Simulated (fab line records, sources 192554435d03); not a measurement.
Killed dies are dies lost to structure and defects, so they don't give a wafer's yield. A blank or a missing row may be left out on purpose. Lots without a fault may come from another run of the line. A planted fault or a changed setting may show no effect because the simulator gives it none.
fab line records | flow n5_finfet
record lots=4 wafers=12 last_day=17
route steps=1938 shown DUMMY_GATE@228 SPACER0@258 SD_EPI_N@262 SD_EPI_P@329 BEOL_M4@1111 PASSIVATION@1936
lots that met no fault: from a run of the same line without faults
start_h: hours from the record's first day to the start of the lot's first wafer shown | wait_h: hours since the lot's step before | " the same as in the row above | L1.1+2: a row that stands for several wafers | - no value, or no start given | * or withheld: withheld | < > ~ a bound
route shown NAME@n: a module of which the file shows steps, and the number in the route of the first | usual: mean/standard deviation of fault-free wafers | same: alike in all rows | chamber/n: place in a boat | sites: the reading at each site | _std_site: their standard deviation | _edge_site: outer sites' mean less inner sites' | radius_mm: how far each site lies from the wafer's centre | mask NAME#n: copy n | behind: the tool/chamber that last shaped the wafer | hold: why the lot was held/for how many hours/how that ended | device: the transistor (n, p or np) that didn't switch | end of line: the same wafers' tests at the end of the route | a step without rows: its recipe alone | killed: dies lost to structure and defects at the first sort, not the wafer's yield | map: a wafer's dies, x killed, . not, _ none there
set.NAME: the setting as run; set.NAME@STEP: as run at that earlier step | model.NAME: the simulator's own value behind a step, which no gauge read
lots at some steps of the route; a table a step, a row a wafer
services: from which hour (start_h, from the record's first day; less than 0 if before it) a tool's chamber was out of use, for how many hours, and why
## steps
# step N5_DUMMY_GATE_EXPOSE_12
# recipe mask_id=GATE na=0.33 source_shape=annular sigma_inner=0.2 sigma_outer=0.6 polarization=unpolarized target_cd_nm=25 dose_mj=34
# step N5_DUMMY_GATE_PEB_13
# recipe peb_temp_c=100 peb_time_s=60 resist=CAR-EUV
# step N5_DUMMY_GATE_DEVELOP_14
# recipe develop_time_s=30 developer=TMAH resist=CAR-EUV rinse_liquid=surfactant_rinse dry=air_spin dev_temp_c=23
# step N5_DUMMY_GATE_DESCUM_20
# recipe chemistry=O2 time_s=6.2 source_power_w=50 bias_power_w=20 pressure_mtorr=20 rf_frequency_hz=2.712e+07 temp_c=40 resist=CAR-EUV o2_flow_sccm=225
# step N5_DUMMY_GATE_ETCH_29
# recipe chemistry=N2/H2 target=underlayer target_depth_a=130 ion_energy_ev=200 pressure_mtorr=30 source_w=840 bias_w=150 n2_flow_sccm=200 h2_flow_sccm=200
# step N5_DUMMY_GATE_ETCH_36
# recipe chemistry=CF4 target=SiARC target_depth_a=130 pressure_mtorr=40 source_w=545 bias_w=36 Ar_flow_sccm=100 cf4_flow_sccm=100 ion_energy_ev=80
# step N5_DUMMY_GATE_ETCH_37
# recipe chemistry=N2/H2 target=SOC target_depth_a=600 overetch_a=300 temp_c=40 ion_energy_ev=200 pressure_mtorr=30 source_w=840 bias_w=150 n2_flow_sccm=200 h2_flow_sccm=200
# step N5_DUMMY_GATE_STRIP_38
# recipe chemistry=N2/H2 temp_c=40 n2_flow_sccm=200 h2_flow_sccm=200 rf_frequency_hz=6e+07
# step N5_DUMMY_GATE_STRIP_39
# recipe chemistry=N2/H2 temp_c=40 n2_flow_sccm=200 h2_flow_sccm=200 rf_frequency_hz=6e+07
# step N5_DUMMY_GATE_TRIM_49
# recipe chemistry=O2 resist=SOC time_s=29 target_cd_nm=14 source_power_w=300 bias_power_w=0 O2_flow_sccm=100 temp_c=20
# usual drypump_motor_current_A=5.8/0.32 oes_product_au=0.996/0.019 throttle_valve_pct=8.23/0.098
# columns lot.wafer tool chamber start_h wait_h drypump_motor_current_A oes_product_au rf_hours_counter_h throttle_valve_pct
L922.2 rie_si-04 1 65.50 0.0 6.1 0.996 82 8.33
L922.3 " 2 " " 5.4 1.005 155 8.23
L922.5 " 0 " " 6.0 1.018 - 8.14
L931.1 rie_si-04 0 118.32 0.0 6.1 1.024 24 8.13
L931.3 " 3 " " 5.9 0.975 54 8.12
L931.5 " 3 " " 5.9 0.976 - 8.12
L932.1 rie_si-04 1 125.66 0.0 6.1 0.991 83 8.31
L932.5 " 0 " " 6.0 1.015 - 8.14
L932.6 " 1 " " 6.1 0.998 - 8.33
L942.3 rie_si-01 0 189.27 0.0 6.0 0.986 55 8.13
L942.5 " 1 " " 6.3 1.010 - 8.39
L942.6 " 3 " " 6.0 0.977 - 8.09
# step N5_DUMMY_GATE_STRIP_40
# recipe chemistry=CF4 resist=SiARC power_w=300 bias_power_w=75 pressure_mtorr=50 cf4_flow_sccm=150 rf_frequency_hz=6e+07
# step N5_DUMMY_GATE_ETCH_31
# recipe chemistry=C4F6/O2 target=SiO2 mask_material=SOC target_depth_a=825 time_s=27.5 ion_energy_ev=250 pressure_mtorr=30 source_w=345 bias_w=185 Ar_flow_sccm=300 C4F6_flow_sccm=10 O2_flow_sccm=10
# step N5_DUMMY_GATE_STRIP_41
# recipe chemistry=O2 power_w=400 temp_c=40 pressure_mtorr=30 rf_frequency_hz=6e+07 bias_power_w=0 overash_fraction=0.3 o2_flow_sccm=225
# step N5_DUMMY_GATE_HM_OPEN_21
# recipe chemistry=CH3F/O2 target=SiNx target_depth_a=1200 Ar_flow_sccm=150 CH3F_flow_sccm=30 O2_flow_sccm=23 time_s=171.4 pressure_mtorr=30 source_w=395 bias_w=73 ion_energy_ev=120.7
# step N5_DUMMY_GATE_ETCH_32
# recipe chemistry=CF4 target=SiO2 target_depth_a=35 time_s=3.9 ion_energy_ev=350 pressure_mtorr=10 icp_w=800 bias_w=400 cf4_flow_sccm=80
# step N5_DUMMY_GATE_ETCH_23
# recipe chemistry=HBr/Cl2/O2 HBr_flow_sccm=150 Cl2_flow_sccm=80 O2_flow_sccm=12 bias_w=102 target_depth_a=410 time_s=22.3 target=poly-Si mask_material=SiO2 pressure_mtorr=10 icp_w=800
# step N5_DUMMY_GATE_ETCH_44
# recipe chemistry=HBr/O2 over_etch_frac=0.7 target_depth_a=1275 stop_on=SiO2 ion_energy_ev=60 bias_w=20 target=poly-Si mask_material=SiO2 pressure_mtorr=20 icp_w=400 HBr_flow_sccm=120 O2_flow_sccm=10
# step N5_DUMMY_GATE_ETCH_42
# recipe chemistry=CHF3/O2 target=SiO2 target_depth_a=35 time_s=31 ion_energy_ev=30 bias_w=12 pressure_mtorr=30 source_w=600 Ar_flow_sccm=200 CHF3_flow_sccm=50 O2_flow_sccm=5
# step N5_DUMMY_GATE_STRIP_48
# recipe chemistry=N2/H2 time_s=20 power_w=100 temp_c=40 pressure_mtorr=100 rf_frequency_hz=6e+07 bias_power_w=3 n2_flow_sccm=300 h2_flow_sccm=300
# step N5_DUMMY_GATE_PRECLEAN_33
# recipe chemistry=dHF time_s=10 dilution=750:1 temp_c=25
# step N5_DUMMY_GATE_PRECLEAN_25
# recipe chemistry=O3/DIW time_s=45 temp_c=22 o3_ppm=10
# step N5_DUMMY_GATE_PRECLEAN_51
# recipe chemistry=SC2 time_s=45 temp_c=35 mix=1:1:50
# step N5_DUMMY_GATE_SRD_26
# recipe dry=ipa_marangoni time_s=30 temp_c=23 rinse_liquid=diw
# step N5_DUMMY_GATE_UV_OZONE_45
# recipe time_s=120 pressure_torr=760 temp_c=25
# step N5_DUMMY_GATE_INSPECT_27
# recipe inspect_instrument=brightfield mode=aei
# usual raw_defect_count=297/66
# columns lot.wafer tool chamber start_h wait_h raw_defect_count
L922.2 defect_inspect-02 - 66.43 0.0 264
L922.3 " - " " 384
L922.5 " - " " 271
L931.1 defect_inspect-01 - 119.25 0.0 938
L931.3 " - " " 1217
L931.5 " - " " 1193
L932.1 defect_inspect-02 - 126.69 0.0 1006
L932.5 " - " " 1042
L932.6 " - " " 969
L942.3 defect_inspect-02 - 190.21 0.0 296
L942.5 " - " " 286
L942.6 " - " " 257
# step N5_SPACER0_ALD_07
# recipe material=SiNx target_thk_a=20 temp_c=400 ald_precursor_family=SiH2I2 ald_co_reactant=N2/H2-plasma pressure_torr=2
# step N5_SPACER0_ALD_00
# recipe material=SiOCN target_thk_a=35 temp_c=400 ald_precursor_family=alkyl-aminosilane ald_co_reactant=O2/N2-plasma pulse_time_s=3 purge_time_s=2 co_reactant_purge_time_s=2 ald_cycles=58 pressure_torr=2
# step N5_SPACER0_ALD_08
# recipe material=SiNx target_thk_a=20 temp_c=400 ald_precursor_family=SiH2I2 ald_co_reactant=N2/H2-plasma pressure_torr=2
# step N5_SPACER0_INSPECT_04
# recipe inspect_instrument=darkfield mode=post_dep
# usual raw_defect_count=140/28
# columns lot.wafer tool chamber start_h wait_h raw_defect_count
L922.2 defect_inspect-02 - 67.04 0.1 120
L922.3 " - " " 133
L922.5 " - " " 108
L931.1 defect_inspect-02 - 119.85 0.1 781
L931.3 " - " " 936
L931.5 " - " " 937
L932.1 defect_inspect-01 - 127.99 0.1 910
L932.5 " - " " 822
L932.6 " - " " 851
L942.3 defect_inspect-02 - 191.53 0.1 135
L942.5 " - " " 139
L942.6 " - " " 102
# step N5_SD_EPI_N_COAT_32
# recipe resist=SOC temp_c=250 time_s=60 spin_rpm=1500 resist_thk_nm=350
# step N5_SD_EPI_N_COAT_33
# recipe resist=SiARC temp_c=220 time_s=60 spin_rpm=1500 resist_thk_nm=35
# step N5_SD_EPI_N_COAT_03
# recipe resist=CAR-ArF-block spin_rpm=1500 resist_thk_nm=150
# step N5_SD_EPI_N_EBR_05
# recipe solvent=PGMEA ebr_width_mm=1.5
# step N5_SD_EPI_N_SOFTBAKE_04
# recipe temp_c=110 time_s=60 resist=CAR-ArF-block
# step N5_SD_EPI_N_EXPOSE_06
# recipe mask_id=SD_N_BLK na=1.35 source_shape=conventional sigma_outer=0.8 polarization=unpolarized target_cd_nm=120 dose_mj=39.75
# step N5_SD_EPI_N_PEB_07
# recipe peb_temp_c=110 peb_time_s=60 resist=CAR-ArF-block
# step N5_SD_EPI_N_DEVELOP_08
# recipe develop_time_s=30 developer=TMAH resist=CAR-ArF-block dev_temp_c=23 rinse_liquid=diw dry=air_spin
# step N5_SD_EPI_N_INSPECT_11
# recipe mode=adi inspect_instrument=macro
# usual raw_defect_count=2.3/1.5
# columns lot.wafer tool chamber start_h wait_h raw_defect_count
L922.2 defect_inspect-01 - 67.49 0.0 4
L922.3 " - " " 1
L922.5 " - " " 3
L931.1 defect_inspect-01 - 125.40 0.0 >300
L931.3 " - " " >300
L931.5 " - " " >300
L932.1 defect_inspect-02 - 128.45 0.0 >300
L932.5 " - " " >300
L932.6 " - " " >300
L942.3 defect_inspect-01 - 191.85 0.0 1
L942.5 " - " " 2
L942.6 " - " " 4
# step N5_SD_EPI_N_INSPECT_26
# recipe inspect_instrument=darkfield mode=post_epi
# usual raw_defect_count=215/37
# columns lot.wafer tool chamber start_h wait_h raw_defect_count
L922.2 defect_inspect-01 - 71.64 0.1 183
L922.3 " - " " 262
L922.5 " - " " 189
L931.1 defect_inspect-02 - 132.59 0.1 849
L931.3 " - " " 993
L931.5 " - " " 970
L932.1 defect_inspect-01 - 133.68 0.1 966
L932.5 " - " " 896
L932.6 " - " " 905
L942.3 defect_inspect-02 - 197.45 0.1 210
L942.5 " - " " 214
L942.6 " - " " 214
# step N5_SD_EPI_P_INSPECT_26
# recipe inspect_instrument=darkfield mode=post_epi
# usual raw_defect_count=186/41
# columns lot.wafer tool chamber start_h wait_h raw_defect_count
L922.2 defect_inspect-01 - 76.70 0.0 211
L922.3 " - " " 252
L922.5 " - " " 197
L931.1 defect_inspect-02 - 137.56 0.0 823
L931.3 " - " " 978
L931.5 " - " " 943
L932.1 defect_inspect-02 - 139.73 0.0 961
L932.5 " - " " 903
L932.6 " - " " 896
L942.3 defect_inspect-02 - 201.68 0.0 209
L942.5 " - " " 198
L942.6 " - " " 179
# step N5_BEOL_M4_RC_MEAS_101
# usual DIBL_N=36.3/1.2 DIBL_P=36.7/1.5 IOFF_N=0.164/0.02 IOFF_P=0.214/0.024 ION_N=673/8.5 ION_P=461/5.9 SS_N=71.6/0.44 SS_P=73.3/0.55 VT_N=249.4/2.4 VT_P=-250.0/2.3
# columns lot.wafer tool chamber start_h wait_h DIBL_N[mV/V] DIBL_P[mV/V] IOFF_N[nA/um] IOFF_P[nA/um] ION_N[uA/um] ION_P[uA/um] SS_N[mV/dec] SS_P[mV/dec] VT_N[mV] VT_P[mV]
L922.2 prober-02 0 174.75 0.2 35.3 36.5 0.160 0.193 673 453 71.5 73.6 249.0 -254.3
L922.3 " 0 " " 35.0 35.6 0.149 0.186 663 450 71.4 73.2 250.4 -254.8
L922.5 " 0 " " 37.1 37.3 0.186 0.215 675 456 71.9 73.0 249.0 -251.5
L931.1 prober-02 0 247.75 0.0 37.7 36.2 0.166 0.207 667 461 72.1 73.8 248.4 -253.3
L931.3 " 0 " " 38.3 36.9 0.179 0.223 673 457 71.8 74.3 248.9 -247.9
L931.5 " 0 " " 38.0 37.0 0.183 0.222 672 457 71.5 73.8 249.3 -252.9
L932.1 prober-02 0 254.03 0.0 37.5 38.8 0.176 0.203 665 453 72.3 73.5 247.6 -253.1
L932.5 " 0 " " 36.9 37.6 0.158 0.184 666 452 71.1 72.7 251.2 -250.3
L932.6 " 0 " " 38.7 39.2 0.201 0.215 663 450 72.1 73.4 249.5 -252.6
L942.3 prober-02 0 307.49 0.3 37.3 39.5 0.178 0.237 679 466 71.8 73.9 250.1 -250.4
L942.5 " 0 " " 38.1 40.5 0.196 0.242 682 467 72.0 74.5 247.9 -249.3
L942.6 " 0 " " 36.9 39.9 0.183 0.241 688 469 71.3 73.9 247.6 -249.9
# step N5_PASSIVATION_PROBE_49
# usual defect_limited_yield=91.2/1.5 killed_at_M0_to_M3=35/11 killed_at_M4_up=13/5.6 killed_at_contacts=13/6.3 killed_at_front_end=38/12 killed_at_other=3.7/2.9 killed_dies=104/18 killed_on_rim=14/3.8 killed_open=69/13 killed_short=34/8.3 sort_bin_5_function=5.2/0.95 sort_bin_6_memory=3.3/0.68 sort_n_pass=1076/18 sort_yield_pct=91.2/1.5
# same gross_dies=1180 killed_at_back_side=0 sort_bin_4_leakage[%]=0 sort_bin_8_speed[%]=0
# columns lot.wafer tool chamber start_h wait_h defect_limited_yield[%] killed_at_M0_to_M3 killed_at_M4_up killed_at_contacts killed_at_front_end killed_at_other killed_dies killed_on_rim killed_open killed_short sort_bin_5_function[%] sort_bin_6_memory[%] sort_n_pass sort_yield_pct[%]
L931.1 prober-01 - 349.86 0.0 81.4 43 19 5 148 4 219 30 64 35 11.4 4.1 961 81.4
L931.3 prober-01 - 349.96 0.1 87.5 28 15 10 85 9 147 30 56 25 7.4 3.2 1033 87.5
L931.5 prober-01 - 350.06 0.2 85.8 46 10 15 94 3 168 35 54 50 8.5 3.6 1012 85.8
L932.1 prober-01 - 359.75 0.0 80.3 38 14 21 159 1 233 13 72 34 12.0 4.6 947 80.3
L932.5 prober-01 - 359.95 0.2 80.0 63 10 21 140 2 236 33 85 34 12.0 5.0 944 80.0
L932.6 prober-01 - 360.00 0.3 80.8 34 8 15 165 4 226 15 57 35 11.9 4.2 954 80.8
# killed by level:class
L931.1 DUMMY_GATE:unspecified=119 BEOL_M3:geometric_particle:open=9 BEOL_M0_SAQP:geometric_particle:open=7 BEOL_M0_SAQP:geometric_particle:short=7 BEOL_M0:geometric_particle:open=6 BEOL_M4:geometric_particle:open=6 FIN_SAQP:geometric_particle:short=5 FIN_SAQP:geometric_particle:open=4
L931.3 DUMMY_GATE:unspecified=66 MOL_CONTACT_COAG:geometric_particle:open=10 BEOL_M4:geometric_particle:open=8 BEOL_M3:geometric_particle:open=7 BEOL_M0_SAQP:geometric_particle:short=6 BEOL_M0:geometric_particle:open=4 BEOL_M2:geometric_particle:open=4 PAD_METAL:geometric_particle:open=4
L931.5 DUMMY_GATE:unspecified=64 BEOL_M0_SAQP:geometric_particle:short=19 BEOL_M0_SAQP:geometric_particle:open=9 MOL_CONTACT_COAG:geometric_particle:short=8 MOL_CONTACT_COAG:geometric_particle:open=7 FIN_SAQP:geometric_particle:short=6 FIN_SAQP:geometric_particle:open=6 BEOL_M3:geometric_particle:open=5
L932.1 DUMMY_GATE:unspecified=127 STI_FIN_REVEAL:geometric_particle:open=14 MOL_CONTACT_COAG:geometric_particle:open=14 BEOL_M1:geometric_particle:open=11 BEOL_M0_SAQP:geometric_particle:short=8 FIN_SAQP:geometric_particle:short=7 MOL_CONTACT_COAG:geometric_particle:short=7 BEOL_M0_SAQP:geometric_particle:open=7
L932.5 DUMMY_GATE:unspecified=116 MOL_CONTACT_COAG:geometric_particle:open=19 BEOL_M0_SAQP:geometric_particle:open=15 BEOL_M3:geometric_particle:open=11 BEOL_M0_SAQP:geometric_particle:short=11 BEOL_M1:geometric_particle:open=9 BEOL_M2:geometric_particle:open=8 STI_FIN_REVEAL:geometric_particle:open=6
L932.6 DUMMY_GATE:unspecified=134 STI_FIN_REVEAL:geometric_particle:open=14 MOL_CONTACT_COAG:geometric_particle:open=9 BEOL_M0_SAQP:geometric_particle:short=8 BEOL_M2:geometric_particle:open=7 STARTING-WAFER:geometric_particle:short=6 MOL_CONTACT_COAG:geometric_particle:short=6 FIN_SAQP:geometric_particle:open=5
# map L931.1 (x killed, . not)
_________________............________________
______________...x..x...x......._____________
___________...x.xx.............x...__________
__________x.................x..x.x.x_________
________xxxxxx..........x............._______
_______xxx.xxxx...............x.x......______
______xxxxxxxxx.x.x..xx...x......x......_____
_____xxxxxxxxxxx.........................____
____xxxxxxxxxxxxxx........................___
___xxxxxxxxxxxx..................x.........__
___.xxxxxxxxxxxx.xx......xx................__
__.x.xxxxxxxxxx.x..x.x...............x......_
__..xxxxxxxxxxxx............................_
_xx.xxxxxxxxxx.x.x........x.......x..........
_...xxxx.xxxx....x.........x.......x.........
_.....x..xx...x......x....x..................
_.x..............x.x......................x..
_.........................x...xx........x....
_.x........x...................x.......x.x...
_.............x.......x...................x..
_.x.....x..........x.........................
__..x..x.....x....x.........x..........x...x_
__......x.......................x..........x_
___...................x......x.........x...__
___............x...........................__
____........x....x..........x...x......x..___
_____x...................x.x.............____
______...........x.x..........x...x..xx._____
_______......x.........................______
________..x..x.............x....x...x._______
__________...x.......xxxx..........._________
___________........................__________
______________..........x.x..x.._____________
_________________..........x.________________
# map L932.5 (x killed, . not)
_________________....x.....x.________________
______________................x._____________
___________...x.......x.........x..__________
__________.......x..........x..x..x._________
________..x...........x.x............._______
_______xxxxxxxxx...x.........xxxx......______
______xxxxxxxxx..x......x..x............_____
_____xxxxxxxxxxx.x.x......x.x............____
____xxxxxxxxxxx.x...x..x......x...x..x.x..___
___xxxxxxxxxxxx.................x..........__
___xxxxxxxxxxxx.xx.........x...............__
__xx.xxxxxxxxxxx.....x..x.....x.....xx..x..._
__x.xxxxxxxxxx.x..................x.x.x....._
_.xxxxxxxxxxxxx.........x....................
_.x...xxxxx.xx.x......x............x.........
_x...x..xx.x.......x........x................
_.......xx......................x.x.x...x....
_...x....x.x..x.x.........x......x..xx....xxx
_................................x..xx..x....
_..........x...x.x...........................
_x...........x...............................
__.xx...............x........x........x....._
__.x......................x................._
___x.x...x................x.......x.....x..__
___...................x....x...............__
____x....................x..x.............___
_____.....x....x.......................x.____
______.............x.........x........x._____
_______...xxxx....x..x.........x.......______
________.....................x.x......_______
__________........x..x...........x.._________
___________.....x.......x.......x..__________
______________...x.x.x.........._____________
_________________.....x......________________
## services
# columns tool chamber start_h hours kind
rie_si-01 0 42.16 4.2 repair
rie_si-01 3 51.92 8.0 repair
rie_si-01 2 174.11 15.4 repair
## key
first_sign step=N5_DUMMY_GATE_INSPECT_27 reading=raw_defect_count direction=up sigmas=12 usual=297 struck=1061
effect step=N5_SPACER0_INSPECT_04 reading=raw_defect_count direction=up sigmas=27 usual=140 struck=873
effect step=N5_SD_EPI_N_INSPECT_11 reading=raw_defect_count direction=up sigmas=99+ usual=2.3 struck=>300
effect step=N5_SD_EPI_N_INSPECT_26 reading=raw_defect_count direction=up sigmas=19 usual=215 struck=930
effect step=N5_SD_EPI_P_INSPECT_26 reading=raw_defect_count direction=up sigmas=18 usual=186 struck=917
effect step=N5_PASSIVATION_PROBE_49 reading=killed_at_front_end direction=up sigmas=7.6 usual=38 struck=132
more_kills_born_at N5_DUMMY_GATE_TRIM_49@rie_si-04=626
met_at N5_DUMMY_GATE_TRIM_49
struck_wafers L931.1,L931.3,L931.5,L932.1,L932.5,L932.6
onset_between 65.50 118.32
fault kind=chamber_particle_source tool=rie_si-04 chamber=- onset_h=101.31 steps=N5_DUMMY_GATE_TRIM_49 rate_per_visit_cm2=1.1148 end_h=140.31
